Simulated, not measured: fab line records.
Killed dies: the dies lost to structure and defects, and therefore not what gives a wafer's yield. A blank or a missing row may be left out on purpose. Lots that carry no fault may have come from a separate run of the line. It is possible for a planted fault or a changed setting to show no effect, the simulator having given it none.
Problem report in the 8D (eight disciplines) form, filled by code    flow n5_finfet    the parts of the form that need people (team, actions taken, sign-off) are left out

== 1. THE ISSUE ==
At N5_BEOL_M7_INSPECT_30, raw_defect_count averages 927 over 3 wafers from 2 lots, while fault-free wafers read 372, standard deviation 80. Measured from the usual mean, that is +6.9 standard deviations.
The step: inspects for defects (brightfield).
Seen first at day 14 09:24 on defect_inspect-01, wafer L569.1. Wafers with a number at this step in the record: 12, from 4 lots. Rule for "out", or "out of limits": more than 4 standard deviations from the usual mean. Any other wafer with a number is counted as sound.

== 2. WHAT IT IS AND WHAT IT IS NOT ==
question                     is                      is not
which readings at this step  raw_defect_count        -
which lots                   L569, L572              L555, L558
which wafers of those lots   L569.1, L572.1, L572.6  L569.2, L569.5, L572.3
read on which gauges         defect_inspect-01       defect_inspect-02
when                         from day 14 09:24       up to then (8 sound wafers); but 1 sound wafer of L572 came after

== 3. WHAT RULES OUT EACH SUSPECT ==
Counting: any tool at a process step up to the reading remains a suspect provided it ran every lot that is out. Sound lots after the first of them don't rule it out here, since some wafers of a struck lot are sound.
- the gauge at N5_BEOL_M7_INSPECT_30 has been ruled out. All the wafers that are out were read on defect_inspect-01, but those of them that N5_PASSIVATION_PROBE_49 has rows for are out there too, on other tools.
- rie_diel-03 at N5_BEOL_M7_ETCH_62 (etches SOC in N2/H2, target depth 110 nm, overetch 22 nm, time 165 s): kept. It ran every lot that is out, first L569 (day 14 07:58); its last sound lot up to then is L555 (day 10 08:07).
- rie_diel-03, N5_BEOL_M7_ETCH_62: wafers that are out in chamber 2, sound lot-mates in chambers 0, 1, 3.
Left after counting: rie_diel-03 at N5_BEOL_M7_ETCH_62.

== 4. THE CAUSE (what the simulator had put in) ==
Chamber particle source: rie_diel-03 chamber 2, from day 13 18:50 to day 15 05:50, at N5_BEOL_M7_ETCH_62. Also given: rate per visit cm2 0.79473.
Only this tool survived the counting.

== 5. SEQUENCE OF EFFECTS, ordered by route ==
One row per reading whose mean, taken over the struck wafers that have a number, lies over 3 standard deviations from the usual. Readings are gone through only where the record gives a usual standard deviation; hours: the median, over the lots, of the time from a lot's start at the first step in this table giving one to that lot's start at this step; sigmas: the change measured in usual standard deviations.
hours  step                     reading               usual   on struck wafers  change  sigmas
0      N5_BEOL_M7_INSPECT_30    raw_defect_count      372     927               +555    +6.9
79     N5_PASSIVATION_PROBE_49  defect_limited_yield  91.3 %  83.8              -7.5    -5.8
79     N5_PASSIVATION_PROBE_49  killed_at_M4_up       15      78                +63     +12
79     N5_PASSIVATION_PROBE_49  killed_dies           102     191               +89     +5.9
79     N5_PASSIVATION_PROBE_49  killed_on_rim         13      31                +18     +4.8
79     N5_PASSIVATION_PROBE_49  sort_bin_5_function   5.1 %   10.6              +5.5    +6.2
79     N5_PASSIVATION_PROBE_49  sort_n_pass           1078    989               -89     -5.9
79     N5_PASSIVATION_PROBE_49  sort_yield_pct        91.3 %  83.8              -7.5    -5.8
Here are the process steps it includes:
- N5_PASSIVATION_PROBE_49

== 6. HOW IT WOULD HAVE BEEN CAUGHT EARLIER ==
15 hours passed between the start of the fault at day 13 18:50 and the first reading out of limits at a measuring or inspecting step in this record, taken at day 14 09:24.
An alarm limit of 4 standard deviations would not have fired on the tool readings at N5_BEOL_M7_ETCH_62 for which the record gives a usual standard deviation, since none of them was out on any struck wafer.
Of the lots that are out (2), L572 began N5_BEOL_M7_ETCH_62 on rie_diel-03 after day 14 09:24. Had the tool been put on hold then, it would have been spared.
